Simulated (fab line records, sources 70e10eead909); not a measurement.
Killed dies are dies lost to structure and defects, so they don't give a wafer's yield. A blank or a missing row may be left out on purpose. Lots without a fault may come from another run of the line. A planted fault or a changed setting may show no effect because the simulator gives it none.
Which tool did it? | flow nand_harc | 12 lots, 36 wafers sampled, at 3 steps of a route of 1302

WHAT THE GAUGES READ, wafer by wafer
NHARC_A_WL_FILL_INSPECT_15.
lot  | measured     | on                | raw_defect_count
L075 | day 21 15:11 | defect_inspect-02 | 314 228 198
L077 | day 21 17:50 | defect_inspect-02 | 575 763 336
L078 | day 22 16:28 | defect_inspect-01 | 259 244 266
L081 | day 24 00:28 | defect_inspect-02 | 592 670 452
L083 | day 24 14:53 | defect_inspect-01 | 599 423 345
L084 | day 25 10:23 | defect_inspect-02 | 315 333 316
L088 | day 26 18:45 | defect_inspect-02 | 402 488 407
L087 | day 26 23:08 | defect_inspect-02 | 873 749 421
L090 | day 27 08:07 | defect_inspect-01 | 627 833 616
L093 | day 28 16:40 | defect_inspect-02 | 545 443 391
L095 | day 29 08:19 | defect_inspect-01 | 502 466 667
L097 | day 30 15:34 | defect_inspect-02 | 817 602 877

WHICH TOOL RAN EACH LOT (tool, then ch and the chambers of the sampled wafers, then the start)
lot  | NHARC_A_SLIT_ETCH_26             | NHARC_A_WL_FILL_ALD_02
L075 | har_etch-02 ch 0,1, day 20 09:47 | ald_metal-02 ch 2,3, day 20 18:29
L077 | har_etch-02 ch 0,1, day 20 13:40 | ald_metal-02 ch 1,2, day 20 22:38
L078 | har_etch-01 ch 1, day 21 14:44   | ald_metal-01 ch 0,1,3, day 21 22:28
L081 | har_etch-01 ch 0,1, day 22 20:32 | ald_metal-04 ch 2,3, day 23 05:28
L083 | har_etch-01 ch 0,1, day 23 09:53 | ald_metal-04 ch 0,1,3, day 23 18:37
L084 | har_etch-02 ch 0,1, day 24 04:11 | ald_metal-04 ch 1,3, day 24 12:49
L088 | har_etch-02 ch 0,1, day 25 16:22 | ald_metal-01 ch 0,2, day 26 01:07
L087 | har_etch-02 ch 0,1, day 25 20:16 | ald_metal-04 ch 1,2,3, day 26 04:52
L090 | har_etch-01 ch 0, day 26 05:07   | ald_metal-04 ch 0,1,2, day 26 13:40
L093 | har_etch-02 ch 0,1, day 27 16:32 | ald_metal-02 ch 0,1, day 28 01:11
L095 | har_etch-01 ch 0,1, day 28 04:02 | ald_metal-02 ch 0,1,3, day 28 12:46
L097 | har_etch-01 ch 0,1, day 29 11:21 | ald_metal-04 ch 0,3, day 29 19:52
- NHARC_A_SLIT_ETCH_26: etches the open film in C4F8/O2/Ar, time 90 s, target depth 400 nm.
- NHARC_A_WL_FILL_ALD_02: deposits TiN, target thk 2 nm, pulse time 3 s, ald cycles 100.

THE ANSWER, worked out from the rows above alone
Rule: what is usual is taken from the lots themselves. Put in order of their means at a reading, lots are off if they are a third of the lots or fewer, leave a main group of 4 or more, and stand apart from it by a gap of 3 or more times the standard deviation of the main group's means; of several such gaps the widest counts. A main group whose means are all the same, to the digits that the tables above print for the reading, isn't used. A lot without any number at a reading at which 4 lots or more have one is off too. The other lots that the step has rows for count as sound.
No lot is off at any reading shown: from this, nothing can be told.

WHAT THE SIMULATOR HAD PUT IN
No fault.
